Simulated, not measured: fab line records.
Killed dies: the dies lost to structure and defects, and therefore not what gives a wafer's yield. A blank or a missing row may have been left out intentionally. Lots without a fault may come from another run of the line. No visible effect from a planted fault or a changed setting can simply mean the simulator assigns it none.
Code-filled problem report in 8D (eight disciplines) form + flow n5_finfet + the parts of the form that need people (team, actions taken, sign-off) are left out

== 1. PROBLEM STATEMENT ==
Mean M3_ILD_THK at N5_BEOL_M3_THK_MEAS_01: 115.2 nm over 5 wafers in 3 lots; fault-free wafers: 78.8 nm, standard deviation 0.95. Measured from the usual mean, that is +38 standard deviations.
First seen on wafer L970.1, day 11 07:23, on film_metro-02. At this step, 28 wafers from 11 lots have a number in the record. Rule for "out" (also "out of limits"): further than 4 standard deviations from the usual mean. All remaining wafers that have a number are taken as sound.

== 2. WHAT IT IS; WHAT IT IS NOT ==
| question                    | is                                     | is not                                                              |
|-----------------------------|----------------------------------------|---------------------------------------------------------------------|
| which readings at this step | M3_ILD_THK                             | -                                                                   |
| which lots                  | L970, L972, L979                       | L958, L959, L960, L961, L964, L968, L969, L971                      |
| which wafers of those lots  | L970.1, L970.5, L972.1, L979.1, L979.5 | L970.6, L972.3, L972.4                                              |
| read on which gauges        | film_metro-01, film_metro-02           | -                                                                   |
| when                        | from day 11 07:23                      | up to then (21 sound wafers); but 2 sound wafers of L972 came after |

== 3. SUSPECTS, AND WHAT RULES EACH OUT ==
Counting: a tool at a process step up to the reading stays a suspect if it ran every lot that is out. Sound lots after the first of them don't rule it out here, since some wafers of a struck lot are sound.
- ruled out: the gauge at N5_BEOL_M3_THK_MEAS_01. 2 gauges (film_metro-01, film_metro-02) read the wafers that are out.
- cvd_co-02 at N5_BEOL_M2_PRE_CLEAN_60 (time 15 s): kept. It processed each lot that is out (first: L970, day 11 07:01); up to then, its last sound lot is L971 (day 11 06:28).
- pecvd-04 at N5_BEOL_M3_ILD_DEP_00 (deposits SiOC from DEMS/O2, target thk 79 nm, time 15.3 s): kept. It processed each lot that is out (first: L970, day 11 07:18); up to then, its last sound lot is L971 (day 11 06:45).
- In pecvd-04 at N5_BEOL_M3_ILD_DEP_00, the wafers that are out were processed in chamber 1 and their sound lot-mates in chambers 0, 2.
After counting, cvd_co-02 at N5_BEOL_M2_PRE_CLEAN_60 and pecvd-04 at N5_BEOL_M3_ILD_DEP_00 remain.

== 4. THE CAUSE (what the simulator had put in) ==
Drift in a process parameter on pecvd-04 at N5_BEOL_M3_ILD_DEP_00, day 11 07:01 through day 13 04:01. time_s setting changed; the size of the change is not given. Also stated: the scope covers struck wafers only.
2 suspects survive the count, and this tool is in that group.

== 5. THE CHAIN OF EFFECTS, in route order ==
Rows list readings where the struck wafers' mean (over those with a number) sits beyond 3 standard deviations from the usual. Only readings for which the record gives a usual standard deviation are gone through. hours: the time from each lot's start at the first step in this table that gives one to its start at this step, as a median over the lots. sigmas: the change in usual standard deviations.
| hours | step                    | reading              | usual   | on struck wafers | change | sigmas |
|-------|-------------------------|----------------------|---------|------------------|--------|--------|
| 0     | N5_BEOL_M3_THK_MEAS_01  | M3_ILD_THK           | 78.8 nm | 115.2            | +36.4  | +38    |
| 155   | N5_PASSIVATION_PROBE_49 | defect_limited_yield | 91.0 %  | 0.0              | -91.0  | -61    |
| 155   | N5_PASSIVATION_PROBE_49 | killed_at_M0_to_M3   | 35      | 1106             | +1071  | +97    |
| 155   | N5_PASSIVATION_PROBE_49 | killed_dies          | 106     | 1180             | +1074  | +60    |
| 155   | N5_PASSIVATION_PROBE_49 | killed_on_rim        | 14      | 152              | +138   | +33    |
| 155   | N5_PASSIVATION_PROBE_49 | sort_bin_5_function  | 5.2 %   | 96.1             | +90.9  | +96    |
| 155   | N5_PASSIVATION_PROBE_49 | sort_n_pass          | 1074    | 0                | -1074  | -60    |
| 155   | N5_PASSIVATION_PROBE_49 | sort_yield_pct       | 91.0 %  | 0.0              | -91.0  | -61    |
It contains these process steps:
- N5_PASSIVATION_PROBE_49

== 6. WHAT WOULD HAVE CAUGHT IT SOONER ==
The first out-of-limits reading at a measuring or inspecting step in this record came at day 11 07:23, 0 hours after the fault's start at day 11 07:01.
An alarm limit of 4 standard deviations would not have fired on the tool readings at N5_BEOL_M3_ILD_DEP_00 for which the record gives a usual standard deviation, since none of them was out on any struck wafer.
Among the 3 lots that are out, L972, L979 began N5_BEOL_M3_ILD_DEP_00 on pecvd-04 after day 11 07:23. A hold on the tool at that time would have spared those 2.
